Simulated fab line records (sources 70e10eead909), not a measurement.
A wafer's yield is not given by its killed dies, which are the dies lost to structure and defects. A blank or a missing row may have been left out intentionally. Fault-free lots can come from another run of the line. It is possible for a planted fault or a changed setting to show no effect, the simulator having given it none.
A lot that was struck, set against a sound lot    flow nand-harc    14 steps out of a route of 1159
Sound: these wafers, L227.1, L227.2, L227.3. Struck: wafers L244.2, L244.3, L244.5. The cause comes at the end.
Each step with rows lists, per side, the tool, then ch with its chambers, then its first start. Under that, the readings that differ: sound wafers    struck wafers    difference of the means    sigmas: that difference in standard deviations of wafers without a fault.
alike: words and numbers the same on both sides, and readings whose means are apart by under 2 such deviations; not compared: readings that were withheld, readings missing a value for some wafer, numbers with overlapping values and no deviation given by the record, and bounds like >300 which may hide the same value.
The two part at a step that has a row with sigmas, a row that says differs or no value, or rows on one side only. Numbers that don't overlap but have no deviation are shown without sigmas and don't part them. A reading missing from all wafers of one side parts the sides only when that side holds two or more wafers.

first, 1 step without rows for these wafers: NHARC_A_ONON_D1_DEP_09 (target thk 1000 nm).
NHARC_A_ONON_D1_THK_MEAS_11: measures by ellipsometry.
  struck on film-metro-02, day 11 22:45; sound on film-metro-01, day 8 05:41
  alike: thk-nm
then, no rows for these wafers at 1 step: NHARC_A_ONON_D1_DEP_12 (target thk 1000 nm).
NHARC_A_ONON_D1_THK_MEAS_14: measures by ellipsometry.
  struck on film-metro-02, day 11 23:19; sound on film-metro-01, day 8 06:15
  alike: thk-nm
then, 2 steps without rows for these wafers: NHARC_A_ONON_D1_ANNEAL_15 (time 3600 s); NHARC_A_ONON_D1_DEP_16 (target thk 1000 nm).
NHARC_A_ONON_D1_THK_MEAS_18: measures by ellipsometry.
  struck on film-metro-02, day 12 06:28; sound on film-metro-02, day 8 14:13
  alike: thk-nm
then, no rows for these wafers at 1 step: NHARC_A_ONON_D1_DEP_19 (target thk 1000 nm).
NHARC_A_ONON_D1_THK_MEAS_21: measures by ellipsometry.
  struck on film-metro-01, day 12 07:02; sound on film-metro-02, day 8 14:48
  alike: thk-nm
then, no rows for these wafers at 1 step: NHARC_A_ONON_D1_DEP_22 (target thk 1000 nm).
NHARC_A_ONON_D1_THK_MEAS_24: measures by ellipsometry.
  struck on film-metro-01, day 12 07:35; sound on film-metro-02, day 8 15:23
  alike: thk-nm
NHARC_A_ONON_D1_DEP_25: target thk 1000 nm.
  sound on pecvd-onon-02 ch 0, day 8 15:26; struck on pecvd-onon-02 ch 0, day 12 07:43
reading                sound              struck             difference  sigmas
sih4-flow-sccm (sccm)  209.7 210.1 210.0  250.4 251.2 251.8  +41.2       +62
NHARC_A_ONON_D1_THK_MEAS_27: measures by ellipsometry.
  struck on film-metro-01, day 12 08:10; sound on film-metro-01, day 8 15:57
  alike: thk-nm
-- record jumps: 11 days between struck wafers' starts before vs after; left off in module A_ONON_D1, resumes in module END, first step shown is number 1159 of the route --
NHARC_END_SORT_01:
  sound on prober-02 ch 0, day 20 03:29; struck on prober-02 ch 0, day 23 13:28
  alike: killed-at-array, killed-at-other, killed-at-periphery, killed-dies, killed-open, killed-short

== WHERE THEY PART ==
Within this record, at NHARC_A_ONON_D1_DEP_25 only. Later steps at which nothing parts them and some readings are alike: NHARC_A_ONON_D1_THK_MEAS_27, NHARC_END_SORT_01.

WHY: whatever the simulator had introduced
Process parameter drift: pecvd-onon-02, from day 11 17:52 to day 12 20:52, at NHARC_A_ONON_D1_DEP_25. The setting sih4-flow-sccm was moved by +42, starting from 210. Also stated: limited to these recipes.
